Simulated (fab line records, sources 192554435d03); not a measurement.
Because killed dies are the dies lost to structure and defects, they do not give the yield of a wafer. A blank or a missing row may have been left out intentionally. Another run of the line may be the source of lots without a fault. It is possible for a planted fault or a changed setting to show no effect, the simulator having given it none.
Matching of chambers || flow n5Finfet || N5_BEOL_M15_DESCUM_33 on rieDiel-02: 4 sister chambers
The step chemistry O2, time 7.9 s. 14 wafers are shown with their chamber, then 7 later ones without.

## WAFERS PAIRED WITH THEIR CHAMBERS
{"wafer": "L075.1", "chamber": 2, "drypumpMotorCurrentA (A)": 5.7, "showerheadPlenumPTorr (Torr)": 2.21, "throttleValvePct (%)": 20.36}
{"wafer": "L075.2", "chamber": 3, "drypumpMotorCurrentA (A)": 5.8, "showerheadPlenumPTorr (Torr)": 1.98, "throttleValvePct (%)": 20.13}
{"wafer": "L075.4", "chamber": 0, "drypumpMotorCurrentA (A)": 6.7, "showerheadPlenumPTorr (Torr)": 2.13, "throttleValvePct (%)": 20.17}
{"wafer": "L076.2", "chamber": 3, "drypumpMotorCurrentA (A)": 5.8, "showerheadPlenumPTorr (Torr)": 1.97, "throttleValvePct (%)": 20.15}
{"wafer": "L076.3", "chamber": 0, "drypumpMotorCurrentA (A)": 6.7, "showerheadPlenumPTorr (Torr)": 2.13, "throttleValvePct (%)": 20.17}
{"wafer": "L076.4", "chamber": 2, "drypumpMotorCurrentA (A)": 5.7, "showerheadPlenumPTorr (Torr)": 2.20, "throttleValvePct (%)": 20.37}
{"wafer": "L088.1", "chamber": 0, "drypumpMotorCurrentA (A)": 6.6, "showerheadPlenumPTorr (Torr)": 2.13, "throttleValvePct (%)": 20.21}
{"wafer": "L088.2", "chamber": 1, "drypumpMotorCurrentA (A)": 5.7, "showerheadPlenumPTorr (Torr)": 2.00, "throttleValvePct (%)": 21.00}
{"wafer": "L088.3", "chamber": 3, "drypumpMotorCurrentA (A)": 5.9, "showerheadPlenumPTorr (Torr)": 1.97, "throttleValvePct (%)": 20.18}
{"wafer": "L090.1", "chamber": 1, "drypumpMotorCurrentA (A)": 5.7, "showerheadPlenumPTorr (Torr)": 2.00, "throttleValvePct (%)": 21.03}
{"wafer": "L090.3", "chamber": 0, "drypumpMotorCurrentA (A)": 6.6, "showerheadPlenumPTorr (Torr)": 2.12, "throttleValvePct (%)": 20.21}
{"wafer": "L090.5", "chamber": 2, "drypumpMotorCurrentA (A)": 5.7, "showerheadPlenumPTorr (Torr)": 2.19, "throttleValvePct (%)": 20.42}
{"wafer": "L095.1", "chamber": 1, "drypumpMotorCurrentA (A)": 5.7, "showerheadPlenumPTorr (Torr)": 1.99, "throttleValvePct (%)": 21.04}
{"wafer": "L095.2", "chamber": 3, "drypumpMotorCurrentA (A)": 5.9, "showerheadPlenumPTorr (Torr)": 1.96, "throttleValvePct (%)": 20.21}

SIGNATURES (averages over the wafers above)
{"reading": "drypumpMotorCurrentA", "chamber 0": 6.650, "chamber 1": 5.700, "chamber 2": 5.700, "chamber 3": 5.850, "scatter within a chamber": 0.0447}
{"reading": "showerheadPlenumPTorr", "chamber 0": 2.1275, "chamber 1": 1.9967, "chamber 2": 2.2000, "chamber 3": 1.9700, "scatter within a chamber": 0.00736}
{"reading": "throttleValvePct", "chamber 0": 20.1900, "chamber 1": 21.0233, "chamber 2": 20.3833, "chamber 3": 20.1675, "scatter within a chamber": 0.0287}
Rule: for each reading, subtract the chamber's mean from the wafer's reading, divide by that reading's scatter and square the result; add these up over the readings and take the root, which gives the wafer's distance from the chamber. The wafer belongs to the nearest chamber; if the next one is less than 2 further off, it can't be placed. The scatter: take each reading less its chamber's mean, square it, sum over the shown wafers, divide by the number of wafers less the number of chambers, and take the root.

## WAFERS WITHOUT THEIR CHAMBER
{"wafer": "L095.4", "drypumpMotorCurrentA (A)": 5.7, "showerheadPlenumPTorr (Torr)": 2.19, "throttleValvePct (%)": 20.43}
{"wafer": "L093.1", "drypumpMotorCurrentA (A)": 5.7, "showerheadPlenumPTorr (Torr)": 2.19, "throttleValvePct (%)": 20.42}
{"wafer": "L093.5", "drypumpMotorCurrentA (A)": 5.7, "showerheadPlenumPTorr (Torr)": 2.19, "throttleValvePct (%)": 20.43}
{"wafer": "L093.6", "drypumpMotorCurrentA (A)": 5.7, "showerheadPlenumPTorr (Torr)": 1.99, "throttleValvePct (%)": 21.03}
{"wafer": "L097.2", "drypumpMotorCurrentA (A)": 5.7, "showerheadPlenumPTorr (Torr)": 2.19, "throttleValvePct (%)": 20.43}
{"wafer": "L097.4", "drypumpMotorCurrentA (A)": 5.8, "showerheadPlenumPTorr (Torr)": 1.96, "throttleValvePct (%)": 20.20}
{"wafer": "L097.5", "drypumpMotorCurrentA (A)": 5.8, "showerheadPlenumPTorr (Torr)": 1.99, "throttleValvePct (%)": 21.05}

## CHAMBER TAKEN BY EACH
{"wafer": "L095.4", "from the rows above": 2, "in truth": 2}
{"wafer": "L093.1", "from the rows above": 2, "in truth": 2}
{"wafer": "L093.5", "from the rows above": 2, "in truth": 2}
{"wafer": "L093.6", "from the rows above": 1, "in truth": 1}
{"wafer": "L097.2", "from the rows above": 2, "in truth": 2}
{"wafer": "L097.4", "from the rows above": 3, "in truth": 3}
{"wafer": "L097.5", "from the rows above": 1, "in truth": 1}
Correctly placed: 7 of 7. From these rows, 0 cannot be placed. Placed wrongly: 0.
